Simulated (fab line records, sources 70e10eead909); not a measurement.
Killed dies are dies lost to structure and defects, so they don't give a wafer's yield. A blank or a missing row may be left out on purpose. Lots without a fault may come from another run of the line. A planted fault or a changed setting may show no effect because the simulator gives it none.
Which tool did it? | flow nand_harc | 11 lots, 33 wafers sampled, at 2 steps of a route of 1159

WHAT THE GAUGES READ, wafer by wafer
NHARC_P_STI_CD_MEAS_09: target cd 200 nm.
lot  | measured    | on        | cd_nm (nm)
L567 | day 2 07:48 | cd_sem-02 | 199.6 204.0 200.8
L569 | day 2 23:35 | cd_sem-03 | 199.5 204.5 201.3
L571 | day 3 11:32 | cd_sem-03 | 197.8 198.9 201.9
L574 | day 4 09:22 | cd_sem-02 | 219.1 215.0 217.4
L575 | day 4 09:32 | cd_sem-02 | 198.0 200.8 203.0
L581 | day 5 23:09 | cd_sem-01 | 204.2 200.8 205.9
L585 | day 6 20:25 | cd_sem-01 | 198.1 202.4 198.1
L586 | day 7 04:58 | cd_sem-02 | 202.5 199.6 201.9
L587 | day 7 10:50 | cd_sem-03 | 198.1 201.3 203.5
L589 | day 8 02:17 | cd_sem-02 | 200.8 196.4 199.5
L590 | day 8 02:26 | cd_sem-03 | 202.4 200.1 197.9

WHICH TOOL RAN EACH LOT (tool, then ch and the chambers of the sampled wafers, then the start)
lot  | NHARC_P_STI_EXPOSE_06
L567 | krf_scanner-04 ch 0, day 2 07:39
L569 | krf_scanner-04 ch 0, day 2 23:26
L571 | krf_scanner-01 ch 0, day 3 11:23
L574 | krf_scanner-01 ch 0, day 4 09:13
L575 | krf_scanner-02 ch 0, day 4 09:23
L581 | krf_scanner-01 ch 0, day 5 23:00
L585 | krf_scanner-04 ch 0, day 6 20:17
L586 | krf_scanner-01 ch 0, day 7 04:49
L587 | krf_scanner-01 ch 0, day 7 10:41
L589 | krf_scanner-01 ch 0, day 8 02:08
L590 | krf_scanner-04 ch 0, day 8 02:17
- NHARC_P_STI_EXPOSE_06: exposes mask P STI, target cd 200 nm.

THE ANSWER, worked out from the rows above alone
Rule: what is usual is taken from the lots themselves. Put in order of their means at a reading, lots are off if they are a third of the lots or fewer, leave a main group of 4 or more, and stand apart from it by a gap of 3 or more times the standard deviation of the main group's means; of several such gaps the widest counts. A main group whose means are all the same, to the digits that the tables above print for the reading, isn't used. A lot without any number at a reading at which 4 lots or more have one is off too. The other lots that the step has rows for count as sound.
Off: L574, at NHARC_P_STI_CD_MEAS_09 (cd_nm). The main group: mean 200.8 nm, standard deviation 1.3.
A tool fits if, at a process step before that reading, it ran every lot that is off, and no sound lot after the first of them. The gauges at NHARC_P_STI_CD_MEAS_09 are tried like those tools. None of those tried fits.

WHAT THE SIMULATOR HAD PUT IN
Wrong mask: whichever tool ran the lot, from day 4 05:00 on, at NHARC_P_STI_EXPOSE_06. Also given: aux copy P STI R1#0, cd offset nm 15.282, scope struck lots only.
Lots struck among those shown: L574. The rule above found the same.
